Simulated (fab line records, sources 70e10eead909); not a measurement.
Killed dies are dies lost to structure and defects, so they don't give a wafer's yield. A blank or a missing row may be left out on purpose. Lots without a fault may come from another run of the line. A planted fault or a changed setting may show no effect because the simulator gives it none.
Chamber matching | flow nand_harc | NHARC_P_M0_DESCUM_14 on rie_diel-10: 4 sister chambers
The step chemistry O2, time 3 s. 8 wafers are shown with their chamber, then 10 later ones without.

WAFERS WITH THEIR CHAMBER
wafer  | chamber | showerhead_plenum_p_Torr (Torr) | oes_product_au (a.u.)
L080.4 | 3       | 1.83                            | 0.992
L084.2 | 0       | 2.04                            | 1.017
L084.6 | 2       | 1.81                            | 1.002
L085.4 | 2       | 1.81                            | 1.000
L085.5 | 0       | 2.04                            | 1.027
L085.6 | 1       | 1.98                            | 1.010
L090.3 | 1       | 1.98                            | 0.998
L090.5 | 3       | 1.82                            | 0.986

WAFERS WITHOUT THEIR CHAMBER
wafer  | showerhead_plenum_p_Torr (Torr) | oes_product_au (a.u.)
L090.6 | 2.04                            | 1.002
L091.1 | 1.81                            | 0.986
L091.3 | 2.04                            | 1.006
L091.6 | 2.03                            | 0.992
L092.3 | 1.97                            | 1.012
L092.4 | 2.03                            | 0.994
L092.6 | 1.82                            | 1.002
L095.1 | 1.82                            | 0.983
L095.2 | 1.81                            | 0.986
L095.4 | 1.97                            | 1.012

WHICH CHAMBER EACH WENT THROUGH
wafer  | from the rows above     | in truth
L090.6 | 0                       | 0
L091.1 | can't be placed: 2 or 3 | 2
L091.3 | 0                       | 0
L091.6 | 0                       | 0
L092.3 | 1                       | 1
L092.4 | 0                       | 0
L092.6 | can't be placed: 3 or 2 | 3
L095.1 | 3                       | 3
L095.2 | can't be placed: 2 or 3 | 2
L095.4 | 1                       | 1
Placed correctly: 7 of 10. Can't be placed from these rows: 3 (the true chamber is among the candidates in 3). Placed wrongly: 0.
How it was worked out, from the rows above alone: a wafer's distance from a chamber is the root of the sum, over the readings, of the square of ((its reading less the chamber's mean) divided by the reading's scatter). The wafer belongs to the nearest chamber; if the next one is less than 2 further off, it can't be placed. A chamber's mean is the mean of its shown wafers. The scatter: the root of (the sum of the squares of (reading less its chamber's mean) over the shown wafers, divided by (wafers less chambers)).
